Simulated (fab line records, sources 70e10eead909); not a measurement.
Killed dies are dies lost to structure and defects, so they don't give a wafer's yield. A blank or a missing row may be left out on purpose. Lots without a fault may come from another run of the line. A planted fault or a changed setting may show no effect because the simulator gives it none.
Which tool did it? | flow nand_harc | 15 lots, 45 wafers sampled, at 3 steps of a route of 1159

WHAT THE GAUGES READ, wafer by wafer
NHARC_P_GATE_OVL_MEAS_27. Usual: overlay_x_nm 0.0 nm, standard deviation 0.91; overlay_y_nm 0.2 nm, standard deviation 1.
lot  | measured    | on         | overlay_x_nm (nm) | overlay_y_nm (nm) | flag
L370 | day 4 20:11 | overlay-02 | 0.5 0.3 0.6       | 0.8 0.2 1.0       |
L372 | day 5 08:35 | overlay-02 | -0.3 -0.1 -0.1    | 0.4 0.6 0.3       |
L373 | day 5 18:00 | overlay-01 | 0.3 -0.2 0.1      | -0.1 -0.6 0.2     |
L374 | day 5 17:50 | overlay-02 | -0.4 0.3 0.4      | 0.4 0.3 0.8       |
L377 | day 6 23:02 | overlay-01 | 1.8 1.6 1.9       | -0.6 -0.5 -0.8    |
L378 | day 6 23:12 | overlay-01 | 0.3 -0.4 -0.3     | 1.6 1.5 1.4       |
L379 | day 7 03:28 | overlay-01 | -0.2 -0.5 -0.5    | 0.6 0.3 -0.4      |
L380 | day 8 02:02 | overlay-01 | -1.0 -1.1 -0.8    | 0.4 0.9 1.0       |
L381 | day 8 02:49 | overlay-02 | 0.3 0.6 0.3       | -0.2 -0.4 -0.3    |
L382 | day 8 03:19 | overlay-01 | 0.0 0.4 -0.4      | 2.1 1.1 1.1       |
L383 | day 8 03:29 | overlay-02 | 0.3 0.6 0.4       | -1.1 -1.4 -1.1    |
L384 | day 8 02:40 | overlay-02 | 0.1 -0.1 0.0      | 0.0 0.0 0.1       |

WHICH TOOL RAN EACH LOT (tool, then ch and the chambers of the sampled wafers, then the start)
lot  | NHARC_P_ZERO_WELL_EXPOSE_08      | NHARC_P_ZERO_WELL_DESCUM_26
L370 | krf_scanner-03 ch 0, day 1 19:07 | rie_diel-07 ch 2,3, day 1 20:46
L372 | krf_scanner-02 ch 0, day 2 07:06 | rie_diel-11 ch 0,2,3, day 2 08:49
L373 | krf_scanner-01 ch 0, day 2 13:14 | rie_diel-07 ch 2,3, day 2 14:54
L374 | krf_scanner-03 ch 0, day 2 19:07 | rie_diel-05 ch 1,2,3, day 2 20:48
L377 | krf_scanner-02 ch 0, day 3 13:18 | rie_diel-05 ch 0,1,2, day 3 15:00
L378 | krf_scanner-02 ch 0, day 3 19:04 | rie_diel-07 ch 1,3, day 3 20:37
L379 | krf_scanner-01 ch 0, day 4 01:05 | rie_diel-11 ch 0,1,2, day 4 02:38
L380 | krf_scanner-02 ch 0, day 4 07:12 | rie_diel-11 ch 0,2,3, day 4 08:53
L381 | krf_scanner-03 ch 0, day 4 13:12 | rie_diel-05 ch 0,2,3, day 4 14:51
L382 | krf_scanner-02 ch 0, day 4 19:06 | rie_diel-11 ch 0,1,2, day 4 20:46
L383 | krf_scanner-01 ch 0, day 5 01:05 | rie_diel-05 ch 0,1,2, day 5 02:46
L384 | krf_scanner-01 ch 0, day 5 06:58 | rie_diel-11 ch 0,2, day 5 08:34
L387 | krf_scanner-01, day 6 01:07      | rie_diel-05 ch 0,1,2, day 6 02:47
L388 | krf_scanner-02, day 6 07:05      | rie_diel-05 ch 1,2,3, day 6 08:38
L389 | krf_scanner-03, day 6 13:11      | rie_diel-05 ch 0,2,3, day 6 14:52
- NHARC_P_ZERO_WELL_EXPOSE_08: exposes mask P ZERO, target cd 500 nm.
- NHARC_P_ZERO_WELL_DESCUM_26: chemistry O2, time 3 s.

WHAT THE TOOLS THEMSELVES READ (means of the sampled wafers that have a number; where no wafer has one, the mark that the record gives instead)
NHARC_P_ZERO_WELL_EXPOSE_08. Usual: exposure_dose_mJ_cm2 33.77, standard deviation 0.036; focus_offset_nm 0.0 nm, standard deviation 0.48.
lot  | tool           | exposure_dose_mJ_cm2 | focus_offset_nm (nm) | flag
L370 | krf_scanner-03 | 33.79                | 0.0                  |
L372 | krf_scanner-02 | 33.76                | -0.2                 |
L373 | krf_scanner-01 | 33.76                | -0.2                 |
L374 | krf_scanner-03 | 33.70                | -0.0                 |
L377 | krf_scanner-02 | 33.77                | 0.1                  |
L378 | krf_scanner-02 | 33.76                | -0.0                 |
L379 | krf_scanner-01 | 33.77                | 0.1                  |
L380 | krf_scanner-02 | 33.72                | -0.3                 |
L381 | krf_scanner-03 | 33.81                | -0.3                 |
L382 | krf_scanner-02 | 33.76                | 0.7                  |
L383 | krf_scanner-01 | 33.80                | 0.3                  |
L384 | krf_scanner-01 | 33.74                | 0.3                  |
L387 | krf_scanner-01 | -                    | -                    | OFF
L388 | krf_scanner-02 | -                    | -                    | OFF
L389 | krf_scanner-03 | -                    | -                    | OFF

NHARC_P_ZERO_WELL_DESCUM_26. Usual: drypump_motor_current_A 5.8 A, standard deviation 0.44; o2_flow_sccm 200.0 sccm, standard deviation 0.59; oes_product_au 0.996 a.u., standard deviation 0.012; rf_vpp_V 57.9 V, standard deviation 0.87; showerhead_plenum_p_Torr 1.90 Torr, standard deviation 0.068; throttle_valve_pct 11.310 %, standard deviation 0.0087.
lot  | tool        | drypump_motor_current_A (A) | o2_flow_sccm (sccm) | oes_product_au (a.u.) | rf_vpp_V (V) | showerhead_plenum_p_Torr (Torr) | throttle_valve_pct (%) | flag
L370 | rie_diel-07 | 6.2                         | 199.9               | 1.001                 | 58.0         | 1.95                            | 11.309                 |
L372 | rie_diel-11 | 5.7                         | 199.6               | 1.008                 | 57.9         | 1.90                            | 11.304                 |
L373 | rie_diel-07 | 6.2                         | 200.6               | 1.013                 | 58.1         | 1.92                            | 11.310                 |
L374 | rie_diel-05 | 5.8                         | 200.2               | 0.992                 | 57.8         | 1.88                            | 11.310                 |
L377 | rie_diel-05 | 5.5                         | 200.3               | 0.989                 | 57.2         | 1.93                            | 11.308                 |
L378 | rie_diel-07 | 6.1                         | 200.0               | 1.006                 | 57.7         | 1.88                            | 11.304                 |
L379 | rie_diel-11 | 5.5                         | 199.8               | 0.991                 | 58.3         | 1.90                            | 11.309                 |
L380 | rie_diel-11 | 5.7                         | 200.3               | 0.993                 | 57.9         | 1.90                            | 11.316                 |
L381 | rie_diel-05 | 5.6                         | 200.0               | 0.983                 | 58.5         | 1.94                            | 11.312                 |
L382 | rie_diel-11 | 5.5                         | 200.0               | 0.987                 | 57.6         | 1.90                            | 11.325                 |
L383 | rie_diel-05 | 5.5                         | 200.3               | 0.986                 | 58.7         | 1.93                            | 11.316                 |
L384 | rie_diel-11 | 5.5                         | 199.8               | 0.997                 | 57.3         | 1.92                            | 11.311                 |
L387 | rie_diel-05 | 5.5                         | 199.5               | 0.996                 | 59.0         | 1.93                            | 11.306                 |
L388 | rie_diel-05 | 5.8                         | 200.0               | 0.999                 | 58.4         | 1.88                            | 11.310                 |
L389 | rie_diel-05 | 5.6                         | 199.5               | 0.984                 | 57.7         | 1.93                            | 11.307                 |

THE ANSWER, worked out from the rows above alone
Rule: a lot is off if the mean of its wafers that have a number lies more than 3 standard deviations from the usual mean. A lot without any number at a reading at which 4 lots or more have one is off too. The other lots that the step has rows for count as sound. The gauges are gone through in route order, then the tools' own readings, and for those a lot's mean is taken as printed above. The first step at which some lot is off is used, and at that step the reading that is off furthest; a lot without a number counts as furthest.
Off: L387, L388, L389, at NHARC_P_ZERO_WELL_EXPOSE_08 (exposure_dose_mJ_cm2). Without a number there: L387, L388, L389.
A tool fits if, at that step or a process step before it, it ran every lot that is off, and no sound lot after the first of them. None of those tried fits.

WHAT THE SIMULATOR HAD PUT IN
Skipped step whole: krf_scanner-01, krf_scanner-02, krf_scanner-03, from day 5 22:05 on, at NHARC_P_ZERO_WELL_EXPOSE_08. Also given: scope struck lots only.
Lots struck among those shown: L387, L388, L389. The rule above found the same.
